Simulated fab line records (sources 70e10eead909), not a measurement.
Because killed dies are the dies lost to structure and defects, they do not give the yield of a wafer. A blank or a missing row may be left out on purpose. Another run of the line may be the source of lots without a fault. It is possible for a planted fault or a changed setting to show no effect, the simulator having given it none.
Chamber matching	flow nandHarc	rieDiel-05 running NHARC_A_STAIRCASE_DESCUM_186: 4 sister chambers
The step chemistry O2, time 3 s. 14 wafers are shown with their chamber, then 7 later ones without.

## WAFERS WITH THEIR CHAMBER
wafer	chamber	showerheadPlenumPTorr (Torr)	rfVppV (V)	oesProductAu (a.u.)
L082.1	2	1.98	56.7	1.006
L082.5	2	1.98	59.0	1.006
L082.6	1	2.02	58.7	1.006
L084.3	0	1.98	57.8	0.997
L084.4	1	2.02	58.8	1.007
L084.6	0	1.98	58.0	0.990
L086.2	2	1.97	59.1	1.018
L086.4	3	1.88	57.0	0.997
L086.6	2	1.97	59.4	1.010
L087.2	2	1.97	59.4	1.018
L087.5	2	1.97	58.0	1.020
L087.6	3	1.87	56.8	1.004
L091.2	0	1.98	57.1	0.999
L091.4	2	1.97	58.6	1.010

SIGNATURES (averages over the wafers above)
reading	chamber 0	chamber 1	chamber 2	chamber 3	scatter within a chamber
showerheadPlenumPTorr	1.9800	2.0200	1.9729	1.8750	0.00439
rfVppV	57.633	58.750	58.600	56.900	0.783
oesProductAu	0.99533	1.00650	1.01257	1.00050	0.00532
Rule: distance of a wafer from a chamber = root of the sum over the readings of ((wafer's reading minus chamber's mean) / reading's scatter) squared. The wafer belongs to the nearest chamber; if the next one is less than 2 further off, it can't be placed. The scatter: take each reading less its chamber's mean, square it, sum over the shown wafers, divide by the number of wafers less the number of chambers, and take the root.

## WAFERS WHOSE CHAMBER IS MISSING
wafer	showerheadPlenumPTorr (Torr)	rfVppV (V)	oesProductAu (a.u.)
L091.5	1.97	58.7	1.004
L093.1	1.96	58.4	1.006
L093.2	1.97	58.0	1.009
L093.4	2.01	57.9	1.011
L096.2	1.86	57.3	0.994
L096.4	2.00	57.6	1.007
L096.6	1.96	58.3	1.018

## EACH ONE'S CHAMBER
wafer	from the rows above	in truth
L091.5	can't be placed: 2 or 0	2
L093.1	can't be placed: 2 or 0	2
L093.2	2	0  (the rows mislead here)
L093.4	1	1
L096.2	3	3
L096.4	can't be placed: 1 or 0 or 2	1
L096.6	2	2
Correct placement for 3 of the 7. Not placeable from these rows: 3 (in 3, the candidates include the true chamber). Number placed wrongly: 1.
